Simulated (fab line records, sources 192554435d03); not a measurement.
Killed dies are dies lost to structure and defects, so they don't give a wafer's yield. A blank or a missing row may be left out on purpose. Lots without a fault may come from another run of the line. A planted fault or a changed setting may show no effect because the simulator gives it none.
Chamber matching | flow n5_finfet | N5_BEOL_M8_ETCH_62 on rie_diel-02: 4 sister chambers
The step etches SOC in N2/H2, target depth 110 nm, overetch 22 nm, time 165 s. 20 wafers are shown with their chamber, then 10 later ones without.

WAFERS WITH THEIR CHAMBER
wafer  | chamber | showerhead_plenum_p_Torr (Torr) | throttle_valve_pct (%) | rf_vpp_V (V)
L075.3 | 0       | 2.47                            | 17.35                  | 520.6
L075.4 | 1       | 2.62                            | 18.00                  | 525.9
L075.6 | 1       | 2.62                            | 17.98                  | 526.3
L077.1 | 3       | 2.56                            | 17.69                  | 523.8
L077.2 | 1       | 2.62                            | 17.99                  | 525.1
L077.3 | 0       | 2.46                            | 17.37                  | 521.4
L084.1 | 1       | 2.61                            | 18.03                  | 525.7
L084.3 | 2       | 2.68                            | 17.29                  | 526.5
L084.5 | 2       | 2.68                            | 17.30                  | 526.8
L085.1 | 2       | 2.68                            | 17.28                  | 526.6
L085.3 | 0       | 2.45                            | 17.40                  | 521.9
L085.4 | 1       | 2.61                            | 18.05                  | 525.8
L086.2 | 3       | 2.55                            | 17.73                  | 523.4
L086.4 | 2       | 2.68                            | 17.30                  | 527.6
L086.5 | 0       | 2.45                            | 17.41                  | 521.5
L089.1 | 1       | 2.61                            | 17.66                  | 525.1
L089.4 | 3       | 2.54                            | 17.75                  | 524.5
L089.6 | 0       | 2.45                            | 17.44                  | 520.6
L093.1 | 1       | 2.60                            | 17.68                  | 527.0
L093.2 | 0       | 2.45                            | 17.44                  | 521.0

SIGNATURES (means of the wafers above)
reading                  | chamber 0 | chamber 1 | chamber 2 | chamber 3 | scatter within a chamber
showerhead_plenum_p_Torr | 2.4550    | 2.6129    | 2.6800    | 2.5500    | 0.00747
throttle_valve_pct       | 17.4017   | 17.9129   | 17.2925   | 17.7233   | 0.105
rf_vpp_V                 | 521.167   | 525.843   | 526.875   | 523.900   | 0.582
Rule: a wafer's distance from a chamber is the root of the sum, over the readings, of the square of ((its reading less the chamber's mean) divided by the reading's scatter). The wafer belongs to the nearest chamber; if the next one is less than 2 further off, it can't be placed. The scatter: the root of (the sum of the squares of (reading less its chamber's mean) over the shown wafers, divided by (wafers less chambers)).

WAFERS WITHOUT THEIR CHAMBER
wafer  | showerhead_plenum_p_Torr (Torr) | throttle_valve_pct (%) | rf_vpp_V (V)
L093.6 | 2.45                            | 17.44                  | 522.5
L094.1 | 2.45                            | 17.44                  | 521.8
L094.4 | 2.60                            | 17.69                  | 526.8
L094.5 | 2.60                            | 17.69                  | 526.3
L092.4 | 2.45                            | 17.43                  | 519.8
L092.5 | 2.60                            | 17.68                  | 524.5
L092.6 | 2.45                            | 17.43                  | 521.5
L097.2 | 2.67                            | 17.34                  | 528.1
L097.3 | 2.44                            | 17.44                  | 522.3
L097.5 | 2.44                            | 17.45                  | 521.3

WHICH CHAMBER EACH WENT THROUGH
wafer  | from the rows above | in truth
L093.6 | 0                   | 0
L094.1 | 0                   | 0
L094.4 | 1                   | 1
L094.5 | 1                   | 1
L092.4 | 0                   | 0
L092.5 | 1                   | 1
L092.6 | 0                   | 0
L097.2 | 2                   | 2
L097.3 | 0                   | 0
L097.5 | 0                   | 0
Placed correctly: 10 of 10. Can't be placed from these rows: 0. Placed wrongly: 0.
